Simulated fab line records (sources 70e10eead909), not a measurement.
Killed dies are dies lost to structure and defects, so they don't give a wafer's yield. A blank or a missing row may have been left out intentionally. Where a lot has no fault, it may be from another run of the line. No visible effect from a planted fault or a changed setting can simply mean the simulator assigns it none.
A struck lot beside a sound one + flow nand harc + 13 out of 1302 route steps
Sound: wafers L605.1, L605.3, L605.5. Struck: wafers L594.2, L594.5, L594.6. At the end, the cause is stated.
Each step with rows lists, per side, the tool, then ch with its chambers, then its first start. Under that, the readings that differ: sound wafers + struck wafers + difference of the means + sigmas: that difference in standard deviations of wafers without a fault.
alike: readings with means less than 2 such deviations apart, plus words and numbers identical on both sides. not compared: withheld readings, readings lacking a value on some wafer, bounds such as >300 that could conceal the same value, and numbers that have no deviation in the record and whose values overlap.
A row with sigmas, a row that says differs or no value, or rows on one side alone: a step with any of these is where the two part. When numbers do not overlap yet have no deviation, they are printed without sigmas and do not part them. A reading missing from all wafers of one side parts the sides only when that side holds two or more wafers.

NHARC_THIN_TSV_CMP_21: polishes, t overpolish 30 s, target thk 2000 nm.
  sound on cmp-03 ch 0,1,3, day 31 07:22; struck on cmp-04 ch 0,1,2, day 27 12:32
  alike: motor current A, overpolish run s, slurry filter dp kPa
then, 1 step without rows for these wafers: NHARC_THIN_TSV_SRD_23.
NHARC_THIN_TSV_DEGAS_53: time 60 s.
  sound on pvd sputter-01 at day 31 07:46; struck on pvd sputter-03 at day 27 12:58
  alike: heater power w
NHARC_THIN_TSV_PRE_CLEAN_54: time 30 s.
  sound on pvd sputter-01 at day 31 07:51; struck on pvd sputter-03 at day 27 13:01
  alike: heater power w
then, 7 steps without rows for these wafers: NHARC_THIN_TSV_PVD_55 (deposits TiN, target thk 50 nm); NHARC_THIN_TSV_PVD_24 (deposits Al, target thk 800 nm); NHARC_THIN_TSV_DEHYDRATE_25 (time 120 s); NHARC_THIN_TSV_HMDS_26 (time 30 s); NHARC_THIN_TSV_COAT_27; NHARC_THIN_TSV_SOFTBAKE_28 (time 95 s); NHARC_THIN_TSV_EBR_29.
NHARC_THIN_TSV_EXPOSE_30: exposes mask PAD.
  struck on krf scanner-02, day 27 13:55; sound on krf scanner-02 ch 0, day 31 08:49
  no value came back on the struck wafers for exposure dose mJ cm2, focus offset nm (nm); on the sound wafers exposure dose mJ cm2 reads 11.480 11.464 11.481
  alike: mask
then, 1 step without rows for these wafers: NHARC_THIN_TSV_PEB_31 (peb time 85 s).

## WHERE THEY PART
Within this record, at NHARC_THIN_TSV_EXPOSE_30 only.

WHY: whatever the simulator had introduced
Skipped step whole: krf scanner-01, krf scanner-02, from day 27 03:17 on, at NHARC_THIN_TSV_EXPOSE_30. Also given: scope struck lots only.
